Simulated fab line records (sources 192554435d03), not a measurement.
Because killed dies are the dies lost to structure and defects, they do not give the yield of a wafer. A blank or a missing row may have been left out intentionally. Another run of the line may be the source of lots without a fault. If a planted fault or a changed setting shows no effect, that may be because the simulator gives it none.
fab line records    flow n5Finfet    part 2 of 2: steps 23 to 36 of 36
record: lots: 5  wafers: 15  lastDay: 17
route steps=1938 shown BEOL_M7@1263
lots untouched by any fault: they come from a run of this same line in which no faults occurred
startH: the number of hours between the record's first day and the start of the first shown wafer of the lot    waitH: how many hours have passed since the lot's step before this one    " as in the row above    L1.1+2: one row covering several wafers at once    - no value, or no start given    * or withheld: withheld    < > ~ a bound
route shown NAME@n: a module of which the file shows steps, and the number in the route of the first    usual: average and standard deviation across the fault-free wafers    same: alike in all rows    chamber/n: place in a boat    sites: readings site by site    _std_site: the standard deviation of these    _edge_site: outer sites' mean less inner sites'    radiusMm: for every site, how far away it sits from the centre of the wafer    mask NAME#n: copy n    behind: tool/chamber where the wafer was last shaped    hold: why the lot was held/for how many hours/how that ended    device: transistor that didn't switch, given as n, p or np    end of line: the tests these same wafers got at the end of their route    a step without rows: its recipe alone    killed: the dies lost at the first sort to structure and to defects; this is not the yield of the wafer    map: shows each die of a wafer: x if killed, . if not, _ if none is there
set.NAME: the setting the step ran with; set.NAME@STEP: the setting that earlier step ran with    model.NAME: the simulator's own value behind a step, which no gauge read
lots at selected steps of the route; one table per step, one row per wafer
services: from which hour (startH, from the record's first day; less than 0 if before it) a tool's chamber was out of use, for how many hours, and why
== steps ==
step: N5_BEOL_M7_STRIP_19
recipe: chemistry: O2  powerW: 400  tempC: 40  pressureMtorr: 30  rfFrequencyHz: 6e+07  biasPowerW: 0  overashFraction: 0.2  o2FlowSccm: 225
usual: drypumpMotorCurrentA: 5.7/0.54  oesProductAu: 0.79/0.086  rfVppV: 3.6/0.61  showerheadPlenumPTorr: 2.09/0.088  throttleValvePct: 16.62/0.19
lot.wafer  tool        chamber  startH  waitH  drypumpMotorCurrentA  oesProductAu  rfHoursCounterH  rfVppV  showerheadPlenumPTorr  throttleValvePct
L076.1     rieDiel-05  0        184.99  0.1    5.6                   0.77          120              4.6     1.96                   16.72
L076.3     "           1        "       "      6.1                   0.83          61               3.9     2.21                   16.41
L076.4     "           2        "       "      6.7                   0.81          104              4.2     2.20                   16.26
L078.2     rieDiel-05  0        212.72  0.1    5.6                   0.77          128              4.2     1.96                   16.73
L078.4     "           3        "       "      5.7                   0.69          220              3.6     2.18                   16.58
L078.5     "           3        "       "      5.8                   0.70          -                4.3     2.18                   16.58
L089.2     rieDiel-03  2        278.71  0.2    5.0                   0.73          190              3.7     2.01                   16.78
L089.3     "           1        "       "      6.1                   0.86          75               3.8     2.03                   16.51
L089.5     "           3        "       "      5.4                   0.97          -                2.3     2.17                   16.37
L096.1     rieDiel-03  2        315.94  0.1    5.1                   0.72          203              4.1     2.00                   16.82
L096.5     "           3        "       "      5.4                   0.93          -                3.6     2.16                   16.39
L096.6     "           2        "       "      5.1                   0.73          -                4.6     2.00                   16.80
L097.1     rieDiel-05  3        329.25  0.1    5.7                   0.94          1                2.8     2.17                   16.18
L097.4     "           0        "       "      5.6                   0.73          166              3.7     1.94                   16.81
L097.5     "           3        "       "      5.8                   0.96          -                2.9     2.17                   16.19
step: N5_BEOL_M7_CD_MEAS_18
recipe: pitchNm: 80  targetCdNm: 40
usual: cdNm: 40.3/0.63
lot.wafer  tool      chamber  startH  waitH  cdNm
L076.1     cdSem-01  -        185.06  0.0    40.1
L076.3     "         -        "       "      39.4
L076.4     "         -        "       "      39.8
L078.2     cdSem-01  -        212.79  0.1    39.3
L078.4     "         -        "       "      39.7
L078.5     "         -        "       "      39.0
L089.2     cdSem-02  -        278.78  0.1    41.0
L089.3     "         -        "       "      41.1
L089.5     "         -        "       "      40.8
L096.1     cdSem-02  -        316.01  0.0    40.2
L096.5     "         -        "       "      40.9
L096.6     "         -        "       "      40.2
L097.1     cdSem-01  -        329.32  0.0    40.9
L097.4     "         -        "       "      40.5
L097.5     "         -        "       "      40.1
step: N5_BEOL_M7_COAT_63
recipe: resist: SOC  tempC: 250  timeS: 60  spinRpm: 1500  resistThkNm: 60
lot.wafer   tool           chamber  startH  waitH
L076.1+3+4  lithoTrack-03  0        185.70  0.6
L078.2+4+5  lithoTrack-01  0        212.82  0.0
L089.2+3+5  lithoTrack-02  0        278.82  0.0
L096.1+5+6  lithoTrack-02  0        319.46  3.4
L097.1+4+5  lithoTrack-01  0        329.92  0.6
step: N5_BEOL_M7_COAT_64
recipe: resist: SiARC  tempC: 220  timeS: 60  spinRpm: 1500  resistThkNm: 12
lot.wafer   tool           chamber  startH  waitH
L076.1+3+4  lithoTrack-03  0        -       -
L078.2+4+5  lithoTrack-01  0        -       -
L089.2+3+5  lithoTrack-02  0        -       -
L096.1+5+6  lithoTrack-02  0        -       -
L097.1+4+5  lithoTrack-01  0        -       -
step: N5_BEOL_M7_COAT_71
recipe: resist: underlayer  tempC: 205  timeS: 60  spinRpm: 1500  resistThkNm: 5
lot.wafer   tool           chamber  startH  waitH
L076.1+3+4  lithoTrack-03  0        -       -
L078.2+4+5  lithoTrack-01  0        -       -
L089.2+3+5  lithoTrack-02  0        -       -
L096.1+5+6  lithoTrack-02  0        -       -
L097.1+4+5  lithoTrack-01  0        -       -
step: N5_BEOL_M7_COAT_22
recipe: resist: CAR-EUV  spinRpm: 1500  resistThkNm: 30
lot.wafer   tool           chamber  startH  waitH
L076.1+3+4  lithoTrack-03  0        -       -
L078.2+4+5  lithoTrack-01  0        -       -
L089.2+3+5  lithoTrack-02  0        -       -
L096.1+5+6  lithoTrack-02  0        -       -
L097.1+4+5  lithoTrack-01  0        -       -
step: N5_BEOL_M7_EBR_24
recipe: solvent: PGMEA  ebrWidthMm: 1.5
lot.wafer   tool           chamber  startH  waitH
L076.1+3+4  lithoTrack-03  0        -       -
L078.2+4+5  lithoTrack-01  0        -       -
L089.2+3+5  lithoTrack-02  0        -       -
L096.1+5+6  lithoTrack-02  0        -       -
L097.1+4+5  lithoTrack-01  0        -       -
step: N5_BEOL_M7_SOFTBAKE_23
recipe: tempC: 110  timeS: 60  resist: CAR-EUV
lot.wafer   tool           chamber  startH  waitH
L076.1+3+4  lithoTrack-03  0        -       -
L078.2+4+5  lithoTrack-01  0        -       -
L089.2+3+5  lithoTrack-02  0        -       -
L096.1+5+6  lithoTrack-02  0        -       -
L097.1+4+5  lithoTrack-01  0        -       -
step: N5_BEOL_M7_EXPOSE_25
recipe: maskId: V6  na: 0.33  sourceShape: annular  sigmaInner: 0.4  sigmaOuter: 0.8  polarization: unpolarized  targetCdNm: 40  doseMj: 42.5
lot.wafer   tool           chamber  startH  waitH  mask
L076.1+3+4  euvScanner-02  0        185.83  -      V6#0
L078.2+4+5  euvScanner-02  0        212.97  -      V6#0
L089.2+3+5  euvScanner-02  0        279.11  -      V6#0
L096.1+5+6  euvScanner-02  0        319.72  -      V6#0
L097.1+4+5  euvScanner-01  0        330.18  -      V6#0
step: N5_BEOL_M7_PEB_26
recipe: pebTempC: 100  pebTimeS: 60  resist: CAR-EUV
same: pebTimeS: 60
lot.wafer   tool           chamber  startH  waitH
L076.1+3+4  lithoTrack-03  0        185.90  0.1
L078.2+4+5  lithoTrack-02  0        213.03  0.1
L089.2+3+5  lithoTrack-02  0        279.17  0.1
L096.1+5+6  lithoTrack-02  0        319.78  0.1
L097.1+4+5  lithoTrack-02  0        330.24  0.1
step: N5_BEOL_M7_DEVELOP_27
recipe: developTimeS: 30  developer: TMAH  resist: CAR-EUV  rinseLiquid: surfactantRinse  dry: airSpin  devTempC: 23
lot.wafer   tool           chamber  startH  waitH
L076.1+3+4  lithoTrack-03  0        -       -
L078.2+4+5  lithoTrack-02  0        -       -
L089.2+3+5  lithoTrack-02  0        -       -
L096.1+5+6  lithoTrack-02  0        -       -
L097.1+4+5  lithoTrack-02  0        -       -
step: N5_BEOL_M7_CD_MEAS_28
recipe: targetCdNm: 40  landingEnergyEv: 500  detector: seInlens
usual: cdNm: 39.92/0.26
lot.wafer  tool      chamber  startH  waitH  cdNm
L076.1     cdSem-02  0        185.96  -      39.87
L076.3     "         0        "       "      40.32
L076.4     "         0        "       "      40.26
L078.2     cdSem-02  0        213.09  -      39.63
L078.4     "         0        "       "      39.70
L078.5     "         0        "       "      39.75
L089.2     cdSem-02  0        279.23  -      39.62
L089.3     "         0        "       "      40.10
L089.5     "         0        "       "      39.97
L096.1     cdSem-03  0        319.85  -      40.21
L096.5     "         0        "       "      40.16
L096.6     "         0        "       "      39.73
L097.1     cdSem-01  0        330.31  -      40.09
L097.4     "         0        "       "      39.65
L097.5     "         0        "       "      39.90
step: N5_BEOL_M7_OVL_MEAS_29
recipe: pointsPerWafer: 522
usual: V6_OVL: 0.1/0.79
lot.wafer  tool        chamber  startH  waitH  V6_OVL[nm]
L076.1     overlay-01  0        186.00  0.0    -0.2
L076.3     "           0        "       "      -0.8
L076.4     "           0        "       "      0.7
L078.2     overlay-01  0        213.13  0.0    -0.5
L078.4     "           0        "       "      0.4
L078.5     "           0        "       "      0.4
L089.2     overlay-01  0        279.27  0.0    0.4
L089.3     "           0        "       "      0.4
L089.5     "           0        "       "      -1.0
L096.1     overlay-02  0        319.88  0.0    -0.2
L096.5     "           0        "       "      -0.1
L096.6     "           0        "       "      -1.7
L097.1     overlay-01  0        330.34  0.0    0.5
L097.4     "           0        "       "      1.2
L097.5     "           0        "       "      0.7
step: N5_BEOL_M7_INSPECT_30
recipe: mode: adi  inspectInstrument: brightfield
usual: rawDefectCount: 408/92
lot.wafer  tool              chamber  startH  waitH  rawDefectCount
L076.1     defectInspect-01  -        186.05  0.1    300
L076.3     "                 -        "       "      322
L076.4     "                 -        "       "      422
L078.2     defectInspect-01  -        213.18  0.0    548
L078.4     "                 -        "       "      297
L078.5     "                 -        "       "      533
L089.2     defectInspect-01  -        279.32  0.0    441
L089.3     "                 -        "       "      424
L089.5     "                 -        "       "      482
L096.1     defectInspect-01  -        319.94  0.1    289
L096.5     "                 -        "       "      463
L096.6     "                 -        "       "      344
L097.1     defectInspect-01  -        330.40  0.1    334
L097.4     "                 -        "       "      386
L097.5     "                 -        "       "      244
== services ==
tool           chamber  startH  hours  kind
rieDiel-05     -        159.79  0.5    repair
pecvd-04       -        166.30  2.6    repair
uvCure-02      -        170.79  3.4    pm
euvScanner-02  -        179.71  1.0    pm
pecvd-02       0        180.51  9.0    repair
rieDiel-03     0        181.89  7.9    repair
pecvd-02       -        191.19  0.5    repair
rieDiel-01     3        211.88  14.8   repair
euvScanner-02  -        225.07  5.8    pm
rieDiel-03     3        232.01  2.0    repair
euvScanner-02  -        235.88  1.0    pm
pecvd-04       -        238.23  0.5    repair
pecvd-02       -        250.62  2.8    pm
pecvd-04       0        251.52  12.3   repair
rieDiel-03     3        266.40  4.3    repair
rieDiel-05     3        288.80  4.2    repair
rieDiel-03     0        289.36  5.6    repair
pecvd-02       -        290.31  6.1    repair
euvScanner-02  -        292.01  1.0    pm
pecvd-02       1        298.53  6.5    repair
euvScanner-02  -        300.38  12.0   pm
rieMetal-03    0        302.78  1.7    repair
pecvd-04       -        323.14  1.8    repair
rieDiel-01     1        326.54  5.2    repair
